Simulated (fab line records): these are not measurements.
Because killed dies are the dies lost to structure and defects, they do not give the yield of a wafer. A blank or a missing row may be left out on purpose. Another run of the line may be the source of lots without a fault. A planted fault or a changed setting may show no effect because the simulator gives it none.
Chamber matching | flow n5_finfet | N5_BEOL_M3_DEP_57 on pecvd-01 has 3 sister chambers
The step deposits SiCN from 3MS/NH3, target thk 8 nm, time 14 s. 18 wafers are shown with their chamber, then 9 later ones without.

## EACH WAFER AND ITS CHAMBER
wafer  | chamber | throttle_valve_pct (%) | showerhead_plenum_p_Torr (Torr)
L075.2 | 1       | 9.7                    | 3.669
L075.5 | 0       | 9.2                    | 3.644
L075.6 | 1       | 9.7                    | 3.658
L076.4 | 0       | 9.1                    | 3.659
L076.5 | 1       | 9.9                    | 3.669
L076.6 | 2       | 9.0                    | 3.635
L077.1 | 2       | 9.1                    | 3.627
L077.3 | 0       | 9.3                    | 3.643
L077.6 | 1       | 9.9                    | 3.668
L078.4 | 2       | 9.0                    | 3.637
L078.5 | 0       | 9.1                    | 3.656
L078.6 | 1       | 10.1                   | 3.670
L081.2 | 0       | 9.1                    | 3.652
L081.3 | 1       | 10.1                   | 3.668
L081.5 | 1       | 10.1                   | 3.663
L083.3 | 1       | 10.2                   | 3.663
L083.4 | 1       | 10.2                   | 3.663
L083.5 | 0       | 9.3                    | 3.653

SIGNATURES (averages over the wafers above)
reading                  | chamber 0 | chamber 1 | chamber 2 | scatter within a chamber
throttle_valve_pct       | 9.183     | 9.989     | 9.033     | 0.156
showerhead_plenum_p_Torr | 3.65117   | 3.66567   | 3.63300   | 0.00513
Rule: for each reading, subtract the chamber's mean from the wafer's reading, divide by that reading's scatter and square the result; add these up over the readings and take the root, which gives the wafer's distance from the chamber. The wafer belongs to the nearest chamber; if the next one is less than 2 further off, it can't be placed. The scatter is the square root of a quotient: the sum, over the shown wafers, of each reading's squared deviation from its chamber's mean, divided by wafers minus chambers.

## WAFERS WITH NO CHAMBER GIVEN
wafer  | throttle_valve_pct (%) | showerhead_plenum_p_Torr (Torr)
L082.2 | 8.7                    | 3.629
L082.3 | 8.8                    | 3.635
L082.6 | 9.0                    | 3.629
L089.2 | 9.3                    | 3.645
L089.3 | 8.7                    | 3.629
L089.6 | 9.0                    | 3.634
L094.2 | 9.1                    | 3.651
L094.3 | 10.1                   | 3.661
L094.5 | 9.3                    | 3.654

## EACH ONE'S CHAMBER
wafer  | from the rows above     | in truth
L082.2 | 2                       | 2
L082.3 | 2                       | 2
L082.6 | 2                       | 2
L089.2 | can't be placed: 0 or 2 | 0
L089.3 | 2                       | 2
L089.6 | 2                       | 2
L094.2 | 0                       | 0
L094.3 | 1                       | 1
L094.5 | 0                       | 0
8 of 9 placed correctly. Cannot be placed on the basis of these rows: 1; the candidates contain the true chamber in 1. Number placed wrongly: 0.
